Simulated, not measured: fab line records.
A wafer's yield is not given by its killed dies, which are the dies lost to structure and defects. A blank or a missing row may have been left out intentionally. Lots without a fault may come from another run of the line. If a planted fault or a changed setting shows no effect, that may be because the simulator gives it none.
fab line records :: flow nand-harc
record
  lots=13
  wafers=39
  last-day=23
route steps=1159 shown A_START@389 A_ZERO_WELL@412 A_SOURCE_PLATE@416 A_ONON_D1@426 END@1159
lots with no fault: from the same line, run without faults
start-h: the number of hours between the record's first day and the start of the first shown wafer of the lot :: wait-h: hours elapsed since this lot's preceding step :: " the same as in the row above :: L1.1+2: a single row standing in for several wafers :: - value missing, or start not given :: * or withheld: withheld :: < > ~ a bound
route shown NAME@n: a module of which the file shows steps, and the number in the route of the first :: usual: average and standard deviation across the fault-free wafers :: same: alike in all rows :: chamber/n: place in a boat :: sites: per-site readings :: _std_site: standard deviation across them :: _edge_site: inner sites' mean taken away from outer sites' mean :: radius-mm: for every site, how far away it sits from the centre of the wafer :: mask NAME#n: copy n :: behind: the most recent tool/chamber to have shaped the wafer :: hold: cause of the lot's hold/its duration in hours/its outcome :: device: the transistor (n, p or np) that didn't switch :: end of line: the same wafers' tests at the end of the route :: where a step has no rows: the recipe by itself :: killed: dies that structure and defects cost at the first sort, which is not the same as the wafer's yield :: map: the dies of a wafer, with x for killed, . for not killed, _ for no die there
set.NAME: the setting that was run; set.NAME@STEP: the one run at that earlier step :: model.NAME: the simulator's own value behind a step, which no gauge read
steps of the route over a sample of lots; a table a step, a row a wafer
services: a tool's chamber out of use, with start hour (start-h, from the record's first day; less than 0 if before it), hours out, and reason
## steps
# step NHARC_A_START_INSPECT_01
# usual
  raw-defect-count=3.3/1.6
lot.wafer: L917.2
tool: defect-inspect-02
chamber: -
start-h: 128.80
wait-h: -
raw-defect-count: 4

lot.wafer: L917.3
tool: defect-inspect-02
chamber: -
start-h: 128.80
wait-h: -
raw-defect-count: 1

lot.wafer: L917.5
tool: defect-inspect-02
chamber: -
start-h: 128.80
wait-h: -
raw-defect-count: 2

lot.wafer: L918.2
tool: defect-inspect-02
chamber: -
start-h: 149.86
wait-h: -
raw-defect-count: 4

lot.wafer: L918.3
tool: defect-inspect-02
chamber: -
start-h: 149.86
wait-h: -
raw-defect-count: 6

lot.wafer: L918.4
tool: defect-inspect-02
chamber: -
start-h: 149.86
wait-h: -
raw-defect-count: 4

lot.wafer: L919.4
tool: defect-inspect-02
chamber: -
start-h: 150.84
wait-h: -
raw-defect-count: 4

lot.wafer: L919.5
tool: defect-inspect-02
chamber: -
start-h: 150.84
wait-h: -
raw-defect-count: 5

lot.wafer: L919.6
tool: defect-inspect-02
chamber: -
start-h: 150.84
wait-h: -
raw-defect-count: 1

lot.wafer: L920.1
tool: defect-inspect-01
chamber: -
start-h: 151.29
wait-h: -
raw-defect-count: 4

lot.wafer: L920.4
tool: defect-inspect-01
chamber: -
start-h: 151.29
wait-h: -
raw-defect-count: 6

lot.wafer: L920.6
tool: defect-inspect-01
chamber: -
start-h: 151.29
wait-h: -
raw-defect-count: 3

lot.wafer: L922.1
tool: defect-inspect-02
chamber: -
start-h: 162.09
wait-h: -
raw-defect-count: 4

lot.wafer: L922.3
tool: defect-inspect-02
chamber: -
start-h: 162.09
wait-h: -
raw-defect-count: 3

lot.wafer: L922.6
tool: defect-inspect-02
chamber: -
start-h: 162.09
wait-h: -
raw-defect-count: 2

lot.wafer: L921.2
tool: defect-inspect-01
chamber: -
start-h: 162.86
wait-h: -
raw-defect-count: 3

lot.wafer: L921.3
tool: defect-inspect-01
chamber: -
start-h: 162.86
wait-h: -
raw-defect-count: 0

lot.wafer: L921.6
tool: defect-inspect-01
chamber: -
start-h: 162.86
wait-h: -
raw-defect-count: 1

lot.wafer: L926.1
tool: defect-inspect-02
chamber: -
start-h: 189.66
wait-h: -
raw-defect-count: 3

lot.wafer: L926.5
tool: defect-inspect-02
chamber: -
start-h: 189.66
wait-h: -
raw-defect-count: 3

lot.wafer: L926.6
tool: defect-inspect-02
chamber: -
start-h: 189.66
wait-h: -
raw-defect-count: 0

lot.wafer: L931.2
tool: defect-inspect-01
chamber: -
start-h: 224.81
wait-h: -
raw-defect-count: 3

lot.wafer: L931.3
tool: defect-inspect-01
chamber: -
start-h: 224.81
wait-h: -
raw-defect-count: 4

lot.wafer: L931.4
tool: defect-inspect-01
chamber: -
start-h: 224.81
wait-h: -
raw-defect-count: 5

lot.wafer: L933.1
tool: defect-inspect-01
chamber: -
start-h: 234.49
wait-h: -
raw-defect-count: 3

lot.wafer: L933.5
tool: defect-inspect-01
chamber: -
start-h: 234.49
wait-h: -
raw-defect-count: 3

lot.wafer: L933.6
tool: defect-inspect-01
chamber: -
start-h: 234.49
wait-h: -
raw-defect-count: 3

lot.wafer: L935.1
tool: defect-inspect-02
chamber: -
start-h: 239.63
wait-h: -
raw-defect-count: 3

lot.wafer: L935.2
tool: defect-inspect-02
chamber: -
start-h: 239.63
wait-h: -
raw-defect-count: 5

lot.wafer: L935.5
tool: defect-inspect-02
chamber: -
start-h: 239.63
wait-h: -
raw-defect-count: 2

lot.wafer: L936.1
tool: defect-inspect-01
chamber: -
start-h: 243.04
wait-h: -
raw-defect-count: 5

lot.wafer: L936.4
tool: defect-inspect-01
chamber: -
start-h: 243.04
wait-h: -
raw-defect-count: 4

lot.wafer: L936.6
tool: defect-inspect-01
chamber: -
start-h: 243.04
wait-h: -
raw-defect-count: 4

lot.wafer: L937.2
tool: defect-inspect-02
chamber: -
start-h: 252.92
wait-h: -
raw-defect-count: 3

lot.wafer: L937.3
tool: defect-inspect-02
chamber: -
start-h: 252.92
wait-h: -
raw-defect-count: 4

lot.wafer: L937.4
tool: defect-inspect-02
chamber: -
start-h: 252.92
wait-h: -
raw-defect-count: 7

lot.wafer: L938.1
tool: defect-inspect-01
chamber: -
start-h: 253.16
wait-h: -
raw-defect-count: 3

lot.wafer: L938.2
tool: defect-inspect-01
chamber: -
start-h: 253.16
wait-h: -
raw-defect-count: 6

lot.wafer: L938.4
tool: defect-inspect-01
chamber: -
start-h: 253.16
wait-h: -
raw-defect-count: 4
# step NHARC_A_ZERO_WELL_INSPECT_17
# usual
  raw-defect-count=10/5.4
lot.wafer: L917.2
tool: defect-inspect-02
chamber: -
start-h: 131.51
wait-h: 0.1
raw-defect-count: 7

lot.wafer: L917.3
tool: defect-inspect-02
chamber: -
start-h: 131.51
wait-h: 0.1
raw-defect-count: 4

lot.wafer: L917.5
tool: defect-inspect-02
chamber: -
start-h: 131.51
wait-h: 0.1
raw-defect-count: 5

lot.wafer: L918.2
tool: defect-inspect-01
chamber: -
start-h: 152.19
wait-h: 0.2
raw-defect-count: 15

lot.wafer: L918.3
tool: defect-inspect-01
chamber: -
start-h: 152.19
wait-h: 0.2
raw-defect-count: 9

lot.wafer: L918.4
tool: defect-inspect-01
chamber: -
start-h: 152.19
wait-h: 0.2
raw-defect-count: 10

lot.wafer: L919.4
tool: defect-inspect-01
chamber: -
start-h: 153.15
wait-h: 0.1
raw-defect-count: 10

lot.wafer: L919.5
tool: defect-inspect-01
chamber: -
start-h: 153.15
wait-h: 0.1
raw-defect-count: 12

lot.wafer: L919.6
tool: defect-inspect-01
chamber: -
start-h: 153.15
wait-h: 0.1
raw-defect-count: 27

lot.wafer: L920.1
tool: defect-inspect-02
chamber: -
start-h: 153.72
wait-h: 0.2
raw-defect-count: 11

lot.wafer: L920.4
tool: defect-inspect-02
chamber: -
start-h: 153.72
wait-h: 0.2
raw-defect-count: 18

lot.wafer: L920.6
tool: defect-inspect-02
chamber: -
start-h: 153.72
wait-h: 0.2
raw-defect-count: 18

lot.wafer: L922.1
tool: defect-inspect-01
chamber: -
start-h: 164.39
wait-h: 0.2
raw-defect-count: 4

lot.wafer: L922.3
tool: defect-inspect-01
chamber: -
start-h: 164.39
wait-h: 0.2
raw-defect-count: 8

lot.wafer: L922.6
tool: defect-inspect-01
chamber: -
start-h: 164.39
wait-h: 0.2
raw-defect-count: 7

lot.wafer: L921.2
tool: defect-inspect-01
chamber: -
start-h: 165.18
wait-h: 0.1
raw-defect-count: 14

lot.wafer: L921.3
tool: defect-inspect-01
chamber: -
start-h: 165.18
wait-h: 0.1
raw-defect-count: 7

lot.wafer: L921.6
tool: defect-inspect-01
chamber: -
start-h: 165.18
wait-h: 0.1
raw-defect-count: 9

lot.wafer: L926.1
tool: defect-inspect-02
chamber: -
start-h: 191.99
wait-h: 0.2
raw-defect-count: 7

lot.wafer: L926.5
tool: defect-inspect-02
chamber: -
start-h: 191.99
wait-h: 0.2
raw-defect-count: 2

lot.wafer: L926.6
tool: defect-inspect-02
chamber: -
start-h: 191.99
wait-h: 0.2
raw-defect-count: 10

lot.wafer: L931.2
tool: defect-inspect-02
chamber: -
start-h: 227.28
wait-h: 0.1
raw-defect-count: 7

lot.wafer: L931.3
tool: defect-inspect-02
chamber: -
start-h: 227.28
wait-h: 0.1
raw-defect-count: 8

lot.wafer: L931.4
tool: defect-inspect-02
chamber: -
start-h: 227.28
wait-h: 0.1
raw-defect-count: 5

lot.wafer: L933.1
tool: defect-inspect-01
chamber: -
start-h: 236.84
wait-h: 0.2
raw-defect-count: 25

lot.wafer: L933.5
tool: defect-inspect-01
chamber: -
start-h: 236.84
wait-h: 0.2
raw-defect-count: 16

lot.wafer: L933.6
tool: defect-inspect-01
chamber: -
start-h: 236.84
wait-h: 0.2
raw-defect-count: 22

lot.wafer: L935.1
tool: defect-inspect-01
chamber: -
start-h: 241.94
wait-h: 0.2
raw-defect-count: 7

lot.wafer: L935.2
tool: defect-inspect-01
chamber: -
start-h: 241.94
wait-h: 0.2
raw-defect-count: 11

lot.wafer: L935.5
tool: defect-inspect-01
chamber: -
start-h: 241.94
wait-h: 0.2
raw-defect-count: 13

lot.wafer: L936.1
tool: defect-inspect-01
chamber: -
start-h: 245.25
wait-h: 0.2
raw-defect-count: 6

lot.wafer: L936.4
tool: defect-inspect-01
chamber: -
start-h: 245.25
wait-h: 0.2
raw-defect-count: 8

lot.wafer: L936.6
tool: defect-inspect-01
chamber: -
start-h: 245.25
wait-h: 0.2
raw-defect-count: 4

lot.wafer: L937.2
tool: defect-inspect-02
chamber: -
start-h: 255.22
wait-h: 0.1
raw-defect-count: 3

lot.wafer: L937.3
tool: defect-inspect-02
chamber: -
start-h: 255.22
wait-h: 0.1
raw-defect-count: 3

lot.wafer: L937.4
tool: defect-inspect-02
chamber: -
start-h: 255.22
wait-h: 0.1
raw-defect-count: 6

lot.wafer: L938.1
tool: defect-inspect-02
chamber: -
start-h: 255.48
wait-h: 0.2
raw-defect-count: 10

lot.wafer: L938.2
tool: defect-inspect-02
chamber: -
start-h: 255.48
wait-h: 0.2
raw-defect-count: 9

lot.wafer: L938.4
tool: defect-inspect-02
chamber: -
start-h: 255.48
wait-h: 0.2
raw-defect-count: 7
# step NHARC_A_SOURCE_PLATE_THK_MEAS_09
# recipe
  thk-meas-gauge=ellipsometry
# usual
  thk-nm=9.7/1.1
lot.wafer: L917.2
tool: film-metro-01
chamber: -
start-h: 138.62
wait-h: 0.4
thk-nm: 9.6

lot.wafer: L917.3
tool: film-metro-01
chamber: -
start-h: 138.62
wait-h: 0.4
thk-nm: 10.1

lot.wafer: L917.5
tool: film-metro-01
chamber: -
start-h: 138.62
wait-h: 0.4
thk-nm: 10.1

lot.wafer: L918.2
tool: film-metro-01
chamber: -
start-h: 159.64
wait-h: 0.4
thk-nm: 8.6

lot.wafer: L918.3
tool: film-metro-01
chamber: -
start-h: 159.64
wait-h: 0.4
thk-nm: 9.0

lot.wafer: L918.4
tool: film-metro-01
chamber: -
start-h: 159.64
wait-h: 0.4
thk-nm: 10.7

lot.wafer: L919.4
tool: film-metro-02
chamber: -
start-h: 159.64
wait-h: 0.4
thk-nm: 9.8

lot.wafer: L919.5
tool: film-metro-02
chamber: -
start-h: 159.64
wait-h: 0.4
thk-nm: 10.8

lot.wafer: L919.6
tool: film-metro-02
chamber: -
start-h: 159.64
wait-h: 0.4
thk-nm: 11.2

lot.wafer: L920.1
tool: film-metro-01
chamber: -
start-h: 159.64
wait-h: 0.4
thk-nm: 9.4

lot.wafer: L920.4
tool: film-metro-01
chamber: -
start-h: 159.64
wait-h: 0.4
thk-nm: 10.0

lot.wafer: L920.6
tool: film-metro-01
chamber: -
start-h: 159.64
wait-h: 0.4
thk-nm: 9.6

lot.wafer: L922.1
tool: film-metro-01
chamber: -
start-h: 171.84
wait-h: 0.4
thk-nm: 9.9

lot.wafer: L922.3
tool: film-metro-01
chamber: -
start-h: 171.84
wait-h: 0.4
thk-nm: 10.5

lot.wafer: L922.6
tool: film-metro-01
chamber: -
start-h: 171.84
wait-h: 0.4
thk-nm: 11.3

lot.wafer: L921.2
tool: film-metro-02
chamber: -
start-h: 171.84
wait-h: 0.4
thk-nm: 10.5

lot.wafer: L921.3
tool: film-metro-02
chamber: -
start-h: 171.84
wait-h: 0.4
thk-nm: 9.8

lot.wafer: L921.6
tool: film-metro-02
chamber: -
start-h: 171.84
wait-h: 0.4
thk-nm: 8.2

lot.wafer: L926.1
tool: film-metro-01
chamber: -
start-h: 199.39
wait-h: 0.4
thk-nm: 8.3

lot.wafer: L926.5
tool: film-metro-01
chamber: -
start-h: 199.39
wait-h: 0.4
thk-nm: 6.5

lot.wafer: L926.6
tool: film-metro-01
chamber: -
start-h: 199.39
wait-h: 0.4
thk-nm: 8.3

lot.wafer: L931.2
tool: film-metro-01
chamber: -
start-h: 234.23
wait-h: 0.4
thk-nm: 8.6

lot.wafer: L931.3
tool: film-metro-01
chamber: -
start-h: 234.23
wait-h: 0.4
thk-nm: 10.6

lot.wafer: L931.4
tool: film-metro-01
chamber: -
start-h: 234.23
wait-h: 0.4
thk-nm: 9.5

lot.wafer: L933.1
tool: film-metro-02
chamber: -
start-h: 243.89
wait-h: 0.4
thk-nm: 6.9

lot.wafer: L933.5
tool: film-metro-02
chamber: -
start-h: 243.89
wait-h: 0.4
thk-nm: 9.9

lot.wafer: L933.6
tool: film-metro-02
chamber: -
start-h: 243.89
wait-h: 0.4
thk-nm: 9.0

lot.wafer: L935.1
tool: film-metro-02
chamber: -
start-h: 251.11
wait-h: 0.4
thk-nm: 9.6

lot.wafer: L935.2
tool: film-metro-02
chamber: -
start-h: 251.11
wait-h: 0.4
thk-nm: 8.9

lot.wafer: L935.5
tool: film-metro-02
chamber: -
start-h: 251.11
wait-h: 0.4
thk-nm: 9.9

lot.wafer: L936.1
tool: film-metro-01
chamber: -
start-h: 251.11
wait-h: 0.4
thk-nm: 10.0

lot.wafer: L936.4
tool: film-metro-01
chamber: -
start-h: 251.11
wait-h: 0.4
thk-nm: 10.2

lot.wafer: L936.6
tool: film-metro-01
chamber: -
start-h: 251.11
wait-h: 0.4
thk-nm: 9.4

lot.wafer: L937.2
tool: film-metro-02
chamber: -
start-h: 263.38
wait-h: 0.4
thk-nm: 9.9

lot.wafer: L937.3
tool: film-metro-02
chamber: -
start-h: 263.38
wait-h: 0.4
thk-nm: 10.3

lot.wafer: L937.4
tool: film-metro-02
chamber: -
start-h: 263.38
wait-h: 0.4
thk-nm: 8.5

lot.wafer: L938.1
tool: film-metro-01
chamber: -
start-h: 263.40
wait-h: 0.4
thk-nm: 9.9

lot.wafer: L938.2
tool: film-metro-01
chamber: -
start-h: 263.40
wait-h: 0.4
thk-nm: 11.1

lot.wafer: L938.4
tool: film-metro-01
chamber: -
start-h: 263.40
wait-h: 0.4
thk-nm: 10.3
# step NHARC_A_ONON_D1_DEP_03
# recipe
  target-thk-a=10000
  n2-flow-sccm=2750
  n2o-flow-sccm=2000
  nh3-flow-sccm=500
  sih4-flow-sccm=210
  temp-c=400
lot.wafer: L917.2+3+5
tool: pecvd-onon-01
chamber: 0
start-h: 152.93
wait-h: 0.1

lot.wafer: L920.1+4+6
tool: pecvd-onon-04
chamber: 0
start-h: 174.70
wait-h: 0.1

lot.wafer: L918.2+3+4
tool: pecvd-onon-02
chamber: 0
start-h: 174.75
wait-h: 0.1

lot.wafer: L919.4+5+6
tool: pecvd-onon-01
chamber: 0
start-h: 174.86
wait-h: 0.2

lot.wafer: L922.1+3+6
tool: pecvd-onon-02
chamber: 0
start-h: 188.22
wait-h: 0.1

lot.wafer: L921.2+3+6
tool: pecvd-onon-01
chamber: 0
start-h: 188.33
wait-h: 0.1

lot.wafer: L926.1+5+6
tool: pecvd-onon-04
chamber: 0
start-h: 213.28
wait-h: 0.1

lot.wafer: L931.2+3+4
tool: pecvd-onon-02
chamber: 0
start-h: 248.38
wait-h: 0.2

lot.wafer: L933.1+5+6
tool: pecvd-onon-01
chamber: 0
start-h: 257.70
wait-h: 0.1

lot.wafer: L936.1+4+6
tool: pecvd-onon-01
chamber: 0
start-h: 265.26
wait-h: 0.1

lot.wafer: L935.1+2+5
tool: pecvd-onon-04
chamber: 0
start-h: 265.26
wait-h: 0.1

lot.wafer: L938.1+2+4
tool: pecvd-onon-01
chamber: 0
start-h: 277.24
wait-h: 0.1

lot.wafer: L937.2+3+4
tool: pecvd-onon-04
chamber: 0
start-h: 277.35
wait-h: 0.1
# step NHARC_A_ONON_D1_THK_MEAS_05
# recipe
  thk-meas-gauge=ellipsometry
# usual
  thk-nm=1002/10
lot.wafer: L917.2
tool: film-metro-01
chamber: -
start-h: 153.38
wait-h: -
thk-nm: 996

lot.wafer: L917.3
tool: film-metro-01
chamber: -
start-h: 153.38
wait-h: -
thk-nm: 995

lot.wafer: L917.5
tool: film-metro-01
chamber: -
start-h: 153.38
wait-h: -
thk-nm: 996

lot.wafer: L918.2
tool: film-metro-01
chamber: -
start-h: 175.19
wait-h: -
thk-nm: 1003

lot.wafer: L918.3
tool: film-metro-01
chamber: -
start-h: 175.19
wait-h: -
thk-nm: 1001

lot.wafer: L918.4
tool: film-metro-01
chamber: -
start-h: 175.19
wait-h: -
thk-nm: 1004

lot.wafer: L919.4
tool: film-metro-02
chamber: -
start-h: 175.20
wait-h: -
thk-nm: 991

lot.wafer: L919.5
tool: film-metro-02
chamber: -
start-h: 175.20
wait-h: -
thk-nm: 993

lot.wafer: L919.6
tool: film-metro-02
chamber: -
start-h: 175.20
wait-h: -
thk-nm: 990

lot.wafer: L920.1
tool: film-metro-02
chamber: -
start-h: 175.20
wait-h: -
thk-nm: 1005

lot.wafer: L920.4
tool: film-metro-02
chamber: -
start-h: 175.20
wait-h: -
thk-nm: 1005

lot.wafer: L920.6
tool: film-metro-02
chamber: -
start-h: 175.20
wait-h: -
thk-nm: 1005

lot.wafer: L922.1
tool: film-metro-02
chamber: -
start-h: 188.73
wait-h: -
thk-nm: 1018

lot.wafer: L922.3
tool: film-metro-02
chamber: -
start-h: 188.73
wait-h: -
thk-nm: 1018

lot.wafer: L922.6
tool: film-metro-02
chamber: -
start-h: 188.73
wait-h: -
thk-nm: 1019

lot.wafer: L921.2
tool: film-metro-01
chamber: -
start-h: 188.78
wait-h: -
thk-nm: 986

lot.wafer: L921.3
tool: film-metro-01
chamber: -
start-h: 188.78
wait-h: -
thk-nm: 986

lot.wafer: L921.6
tool: film-metro-01
chamber: -
start-h: 188.78
wait-h: -
thk-nm: 988

lot.wafer: L926.1
tool: film-metro-01
chamber: -
start-h: 213.79
wait-h: -
thk-nm: 999

lot.wafer: L926.5
tool: film-metro-01
chamber: -
start-h: 213.79
wait-h: -
thk-nm: 999

lot.wafer: L926.6
tool: film-metro-01
chamber: -
start-h: 213.79
wait-h: -
thk-nm: 999

lot.wafer: L931.2
tool: film-metro-02
chamber: -
start-h: 248.83
wait-h: -
thk-nm: 984

lot.wafer: L931.3
tool: film-metro-02
chamber: -
start-h: 248.83
wait-h: -
thk-nm: 1560

lot.wafer: L931.4
tool: film-metro-02
chamber: -
start-h: 248.83
wait-h: -
thk-nm: 986

lot.wafer: L933.1
tool: film-metro-01
chamber: -
start-h: 258.21
wait-h: -
thk-nm: 995

lot.wafer: L933.5
tool: film-metro-01
chamber: -
start-h: 258.21
wait-h: -
thk-nm: 995

lot.wafer: L933.6
tool: film-metro-01
chamber: -
start-h: 258.21
wait-h: -
thk-nm: 996

lot.wafer: L935.1
tool: film-metro-02
chamber: -
start-h: 265.77
wait-h: -
thk-nm: 1013

lot.wafer: L935.2
tool: film-metro-02
chamber: -
start-h: 265.77
wait-h: -
thk-nm: 1015

lot.wafer: L935.5
tool: film-metro-02
chamber: -
start-h: 265.77
wait-h: -
thk-nm: 1012

lot.wafer: L936.1
tool: film-metro-01
chamber: -
start-h: 265.77
wait-h: -
thk-nm: 1015

lot.wafer: L936.4
tool: film-metro-01
chamber: -
start-h: 265.77
wait-h: -
thk-nm: 1013

lot.wafer: L936.6
tool: film-metro-01
chamber: -
start-h: 265.77
wait-h: -
thk-nm: 1015

lot.wafer: L938.1
tool: film-metro-02
chamber: -
start-h: 277.76
wait-h: -
thk-nm: 996

lot.wafer: L938.2
tool: film-metro-02
chamber: -
start-h: 277.76
wait-h: -
thk-nm: 994

lot.wafer: L938.4
tool: film-metro-02
chamber: -
start-h: 277.76
wait-h: -
thk-nm: 993

lot.wafer: L937.2
tool: film-metro-01
chamber: -
start-h: 277.81
wait-h: -
thk-nm: 1022

lot.wafer: L937.3
tool: film-metro-01
chamber: -
start-h: 277.81
wait-h: -
thk-nm: 1021

lot.wafer: L937.4
tool: film-metro-01
chamber: -
start-h: 277.81
wait-h: -
thk-nm: 1020
# step NHARC_END_SORT_01
# recipe
  temp-c=25
# usual
  killed-at-array=27/12
  killed-at-other=0.8/1
  killed-at-periphery=4.0/2.5
  killed-dies=32/11
  killed-open=3.3/1.8
  killed-short=2.0/1.5
# same
  gross-dies=677
lot.wafer: L931.2
tool: prober-02
chamber: 0
start-h: 513.64
wait-h: 2.9
killed-at-array: 40
killed-at-other: 1
killed-at-periphery: 5
killed-dies: 46
killed-open: 4
killed-short: 3

lot.wafer: L931.3
tool: prober-02
chamber: 0
start-h: 514.45
wait-h: 3.2
killed-at-array: 673
killed-at-other: 0
killed-at-periphery: 4
killed-dies: 677
killed-open: 4
killed-short: 4

lot.wafer: L931.4
tool: prober-02
chamber: 0
start-h: 515.26
wait-h: 3.5
killed-at-array: 32
killed-at-other: 0
killed-at-periphery: 7
killed-dies: 39
killed-open: 1
killed-short: 4
# killed by level:class
L931.2 A_SLIT:chamber-film-flake=14 A_CHANNEL_HOLE_D1:chamber-film-flake=14 P_M0:chamber-film-flake=2 A_CHANNEL_FILL_D1:chamber-film-flake=2 A_STAIRCASE:chamber-film-flake=2 A_WL_FILL:chamber-film-flake=2 A_CONTACT:chamber-film-flake=2 P_CONTACT:geometric-particle:open=1
L931.3 A_ONON_D1:area-dep=627 A_CHANNEL_HOLE_D1:chamber-film-flake=18 A_SLIT:chamber-film-flake=9 A_CONTACT:chamber-film-flake=5 A_STAIRCASE:chamber-film-flake=4 P_M0:chamber-film-flake=2 A_WL_FILL:chamber-film-flake=2 P_STI:geometric-particle:short=1
L931.4 A_CHANNEL_HOLE_D1:chamber-film-flake=14 A_SLIT:chamber-film-flake=7 P_M0:chamber-film-flake=3 A_STAIRCASE:chamber-film-flake=3 A_WL_FILL:chamber-film-flake=3 P_GATE:geometric-particle:short=1 P_M1:geometric-particle:short=1 A_CHANNEL_FILL_D1:geometric-particle:short=1
## services
tool: pecvd-onon-01
chamber: -
start-h: 195.00
hours: 13.0
kind: pm

tool: pecvd-onon-04
chamber: -
start-h: 237.00
hours: 13.0
kind: pm
## key
first-sign
  step=NHARC_A_ONON_D1_THK_MEAS_05
  reading=thk-nm
  direction=up
  sigmas=55
  usual=1002
  struck=1560
effect
  step=NHARC_END_SORT_01
  reading=killed-dies
  direction=up
  sigmas=58
  usual=32
  struck=677
more-kills-born-at
  NHARC_A_ONON_D1_DEP_03@pecvd-onon-02=627
met-at NHARC_A_ONON_D1_DEP_03
struck-lots L931
struck-wafers L931.3
later-rows-left-out L931.3
tester-left-out L931
not-acting-at NHARC_A_START_INSPECT_01,NHARC_A_ZERO_WELL_INSPECT_17,NHARC_A_SOURCE_PLATE_THK_MEAS_09
onset-between 188.22 248.38
fault
  kind=process-parameter-drift
  tool=pecvd-onon-02
  chamber=-
  onset-h=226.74
  steps=NHARC_A_ONON_D1_DEP_03
  channel=target-thk-a
  offset=*
  shape=step
  end-h=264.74
  scope=struck-wafers-only
  acts-in=*
  stated=*
# tester-left-out: of these lots the tester's yield and bins aren't shown, on N5 and GAA mostly nor the transistor test; their killed dies are dies lost to structure and defects alone, not to doping, threshold or leakage, so they don't give the yield
# later-rows-left-out: the simulator's readings of these wafers behind a module that went badly wrong aren't trusted and aren't shown, but for the sort
